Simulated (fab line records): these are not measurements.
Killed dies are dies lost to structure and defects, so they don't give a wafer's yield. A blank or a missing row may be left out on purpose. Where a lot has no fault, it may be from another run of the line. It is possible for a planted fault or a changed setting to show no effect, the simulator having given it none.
Comparing a struck lot with a sound one | flow nand-harc | 14 steps out of a route of 1159
Sound: wafers L161.1, L161.3, L161.6. The struck wafers were L154.2, L154.3, L154.4. At the end, the cause is stated.
Each step with rows lists, per side, the tool, then ch with its chambers, then its first start. Under that, the readings that differ: sound wafers | struck wafers | difference of the means | sigmas: that difference in standard deviations of wafers without a fault.
alike: a reading whose means differ by less than 2 such deviations, as well as words and numbers matching on both sides. not compared: withheld readings; readings where some wafer has no value; bounds like >300 that might hide an equal value; numbers whose values overlap and for which the record gives no deviation.
A row with sigmas, a row that says differs or no value, or rows on one side alone: a step with any of these is where the two part. Numbers that don't overlap but have no deviation are shown without sigmas and don't part them. A reading missing from all wafers of one side parts the sides only when that side holds two or more wafers.

first, 4 steps without rows for these wafers: NHARC_A_STAIRCASE_TRIM_187 (chemistry O2, time 211.2 s); NHARC_A_STAIRCASE_ETCH_188 (etches the open film in C4F8/O2, target depth 100 nm, time 40.5 s); NHARC_A_STAIRCASE_TRIM_189 (chemistry O2, time 211.2 s); NHARC_A_STAIRCASE_ETCH_190 (etches the open film in C4F8/O2, target depth 100 nm, time 40.5 s).
NHARC_A_STAIRCASE_TRIM_191: chemistry O2, time 211.2 s.
  sound: rie-diel-07 ch 0,3; struck: rie-diel-07 ch 0,2,3
  alike: drypump-motor-current-A, mfc-ar-sccm, oes-product-au, rf-vpp-V, showerhead-plenum-p-Torr, throttle-valve-pct
  not compared: rf-hours-counter-h
then, 1 step without rows for these wafers: NHARC_A_STAIRCASE_ETCH_192 (etches the open film in C4F8/O2, target depth 100 nm, time 40.5 s).
NHARC_A_STAIRCASE_TRIM_193: chemistry O2, time 211.2 s.
  sound: rie-diel-07 ch 0,2; struck: rie-diel-07 ch 1,2,3
  alike: drypump-motor-current-A, mfc-ar-sccm, oes-product-au, rf-vpp-V, showerhead-plenum-p-Torr, throttle-valve-pct
  not compared: rf-hours-counter-h
NHARC_A_STAIRCASE_ETCH_194: etches the open film in C4F8/O2, target depth 100 nm, time 40.5 s.
  sound: rie-diel-07 ch 0,1,3; struck: rie-diel-07 ch 0,1,3
  alike: bias-w, oes-product-au, rf-fwd-power-W, rf-vpp-V
  not compared: rf-hours-counter-h
then, 1 step without rows for these wafers: NHARC_A_STAIRCASE_TRIM_196 (chemistry O2, time 211.2 s).
NHARC_A_STAIRCASE_ETCH_197: etches the open film in C4F8/O2, target depth 100 nm, time 40.5 s.
  sound: rie-diel-07 ch 1,2,3; struck: rie-diel-02 ch 0,1,3
  alike: bias-w, oes-product-au, rf-fwd-power-W, rf-vpp-V
  not compared: rf-hours-counter-h
then, 1 step without rows for these wafers: NHARC_A_STAIRCASE_TRIM_198 (chemistry O2, time 211.2 s).
NHARC_A_STAIRCASE_ETCH_199: etches the open film in C4F8/O2, target depth 100 nm, time 40.5 s.
  sound on rie-diel-07 ch 0,2, day 15 23:47; struck on rie-diel-02 ch 0,1,2, day 14 05:46
  reading               | sound             | struck            | difference | sigmas
  oes-product-au (a.u.) | 0.955 0.960 0.953 | 0.836 0.853 0.845 | -0.111     | -7
  rf-fwd-power-W (W)    | 597 594 594       | 497 497 495       | -99        | -32
  alike: bias-w, rf-vpp-V
  not compared: rf-hours-counter-h
NHARC_A_STAIRCASE_TRIM_200: chemistry O2, time 211.2 s.
  sound: rie-diel-07 ch 1,2,3; struck: rie-diel-02 ch 0,1,2
  alike: drypump-motor-current-A, mfc-ar-sccm, oes-product-au, rf-vpp-V, showerhead-plenum-p-Torr, throttle-valve-pct
  not compared: rf-hours-counter-h
next, for these wafers, 1 step has no rows: NHARC_END_SORT_01.

== WHERE THEY PART ==
Within this record, at NHARC_A_STAIRCASE_ETCH_199 only. Later steps at which nothing parts them and some readings are alike: NHARC_A_STAIRCASE_TRIM_200.

WHY: what the simulator had put in
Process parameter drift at NHARC_A_STAIRCASE_ETCH_199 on rie-diel-02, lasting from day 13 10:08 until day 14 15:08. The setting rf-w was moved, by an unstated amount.
